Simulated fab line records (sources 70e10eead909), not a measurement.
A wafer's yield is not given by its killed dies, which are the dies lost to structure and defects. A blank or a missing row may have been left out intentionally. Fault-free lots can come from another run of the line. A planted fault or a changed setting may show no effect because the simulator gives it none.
A lot that was struck, set against a sound lot	flow nandHarc	43 steps out of a route of 1159
Sound: wafers L371.2, L371.4, L371.5. Struck: wafer L377.4 (left out: L377.2, L377.3 of the same lot, which were not struck); the cause appears at the end.
For every step that has rows: the tool of each side, followed by ch and its chambers, followed by its first start. Under that, the readings that differ: sound wafers	struck wafers	difference of the means	sigmas: that difference in standard deviations of wafers without a fault.
alike: readings whose means differ by less than 2 such deviations, and words and numbers that are the same on both sides. not compared: withheld readings, readings that some wafer has no value for, bounds like >300 that may hide the same value, and numbers for which the record gives no deviation and whose values overlap.
The two part at a step that has a row with sigmas, a row that says differs or no value, or rows on one side only. Numbers that don't overlap but have no deviation are shown without sigmas and don't part them. A reading that every wafer of one side lacks parts them only if that side has two wafers or more.

first, 3 steps without rows for these wafers: NHARC_A_CONTACT_EXPOSE_39 (exposes mask A CC 3); NHARC_A_CONTACT_PEB_40 (peb time 65 s); NHARC_A_CONTACT_DEVELOP_41 (develop time 35 s).
NHARC_A_CONTACT_CD_MEAS_42: target cd 200 nm.
  sound on cdSem-03 ch 0, day 17 22:02; struck on cdSem-02 ch 0, day 19 11:13
  alike: cdNm
NHARC_A_CONTACT_OVL_MEAS_43:
  sound on overlay-01 at day 17 22:09; struck on overlay-02 at day 19 11:18
  alike: overlayXNm, overlayYNm
NHARC_A_CONTACT_INSPECT_44:
  sound on defectInspect-01 at day 17 22:12; struck on defectInspect-01 at day 19 11:20
  alike: rawDefectCount
then, 2 steps without rows for these wafers: NHARC_A_CONTACT_DESCUM_47 (chemistry O2, time 3 s); NHARC_A_CONTACT_ETCH_48 (etches the open film in CF4, target depth 39 nm, time 65 s).
NHARC_A_CONTACT_ETCH_49: etches the open film in N2/H2, target depth 260 nm, time 475.3 s.
  sound on rieDiel-06 ch 0,1,2; struck on rieDiel-06 ch 1
  alike: drypumpMotorCurrentA, n2FlowSccm, oesProductAu, rfVppV, showerheadPlenumPTorr, throttleValvePct
  not compared: rfHoursCounterH
then, 1 step without rows for these wafers: NHARC_A_CONTACT_ETCH_50 (etches the open film in CF4/CHF3, target depth 84.7 nm, time 42.4 s).
NHARC_A_CONTACT_ETCH_51: etches the open film in O2/COS, target depth 3600 nm, time 936 s.
  sound on rieDiel-06 ch 0,2; struck on rieDiel-06 ch 2
  alike: drypumpMotorCurrentA, oesProductAu, rfVppV, showerheadPlenumPTorr, throttleValvePct
  not compared: rfHoursCounterH
then, 1 step without rows for these wafers: NHARC_A_CONTACT_ETCH_111 (etches the open film in C4F8/O2/Ar, time 140 s, target depth 700 nm).
NHARC_A_CONTACT_ETCH_112: etches the open film in C4F8/O2/Ar, time 94 s, target depth 922 nm.
  sound on harCapEtch-01 ch 0,1, day 17 23:43; struck on harCapEtch-03 ch 0, day 19 13:23
  not compared: rfHoursCounterH
then, 1 step without rows for these wafers: NHARC_A_CONTACT_ETCH_113 (etches the open film in C4F8/O2/Ar, time 94 s, target depth 922 nm).
NHARC_A_CONTACT_ETCH_114: etches the open film in C4F8/O2/Ar, time 94 s, target depth 922 nm.
  sound on harCapEtch-01 ch 0,1, day 17 23:54; struck on harCapEtch-03 ch 0, day 19 13:34
  not compared: rfHoursCounterH
then, 10 steps without rows for these wafers: NHARC_A_CONTACT_ETCH_115 (etches the open film in C4F8/O2/Ar, time 94 s, target depth 922 nm); NHARC_A_CONTACT_ETCH_116 (etches the open film in C4F8/O2/Ar, time 94 s, target depth 922 nm); NHARC_A_CONTACT_ETCH_117 (etches the open film in C4F8/O2/Ar, time 94 s, target depth 922 nm); NHARC_A_CONTACT_ETCH_118 (etches the open film in C4F8/O2/Ar, time 94 s, target depth 922 nm); NHARC_A_CONTACT_ETCH_119 (etches the open film in C4F8/O2/Ar, time 94 s, target depth 922 nm); NHARC_A_CONTACT_ETCH_120 (etches the open film in C4F8/O2/Ar, time 94 s, target depth 922 nm); NHARC_A_CONTACT_ETCH_121 (etches the open film in C4F8/O2/Ar, time 94 s, target depth 922 nm); NHARC_A_CONTACT_ETCH_122 (etches the open film in C4F8/O2/Ar, time 95 s, target depth 930 nm); NHARC_A_CONTACT_ETCH_123 (etches the open film in C4F8/O2/Ar, time 253 s, target depth 1090 nm); NHARC_A_CONTACT_ETCH_90 (etches the open film in CH3F/O2, target depth 40 nm, time 85.7 s).
NHARC_A_CONTACT_ETCH_96: etches the open film in C4F6/O2, target depth 20 nm, time 10 s.
  sound on rieDiel-06 ch 0,1,2; struck on rieDiel-06 ch 1
  alike: drypumpMotorCurrentA, oesProductAu, rfVppV, showerheadPlenumPTorr, throttleValvePct
  not compared: rfHoursCounterH
NHARC_A_CONTACT_CD_MEAS_53:
  sound on cdSem-03 at day 18 01:32; struck on cdSem-02 at day 19 15:16
  alike: cdNm
then, 7 steps without rows for these wafers: NHARC_A_CONTACT_STRIP_99 (strips in N2/H2); NHARC_A_CONTACT_STRIP_100 (strips in CF4/CHF3); NHARC_A_CONTACT_STRIP_101 (strips in O2/COS); NHARC_A_CONTACT_ETCH_102 (etches the open film in CF4/O2, target depth 70 nm, overetch 7 nm, time 38.5 s); NHARC_A_CONTACT_STRIP_55 (strips in O2); NHARC_A_CONTACT_STRIP_56 (strips in post etch residue remover, time 600 s); NHARC_A_CONTACT_DEP_57 (deposits aC, target thk 2800 nm).
NHARC_A_CONTACT_DEP_58: deposits SiON, target thk 60 nm.
  sound on pecvd-03 ch 0,1,2, day 18 04:17; struck on pecvd-01 ch 2, day 19 18:13
  alike: chamberPressureTorr, heaterPowerW, showerheadVppV
then, 7 steps without rows for these wafers: NHARC_A_CONTACT_DEHYDRATE_59 (time 120 s); NHARC_A_CONTACT_HMDS_60 (time 30 s); NHARC_A_CONTACT_COAT_61 (time 75 s); NHARC_A_CONTACT_COAT_62 (time 65 s); NHARC_A_CONTACT_COAT_63 (resist thk 90 nm); NHARC_A_CONTACT_SOFTBAKE_64 (time 55 s); NHARC_A_CONTACT_EBR_65.
-- the record jumps here: 3 days lie between the struck wafers' starts before and after (it left off in module A_CONTACT and takes up again in module END, whose first step shown is number 1159 of the route) --
NHARC_END_SORT_01:
  here the record holds rows for the struck wafers (prober-01 ch 0, day 23 00:25) but none for the sound ones

## WHERE THEY PART
Only at NHARC_END_SORT_01, as far as this record shows.

WHY: what had been put in by the simulator
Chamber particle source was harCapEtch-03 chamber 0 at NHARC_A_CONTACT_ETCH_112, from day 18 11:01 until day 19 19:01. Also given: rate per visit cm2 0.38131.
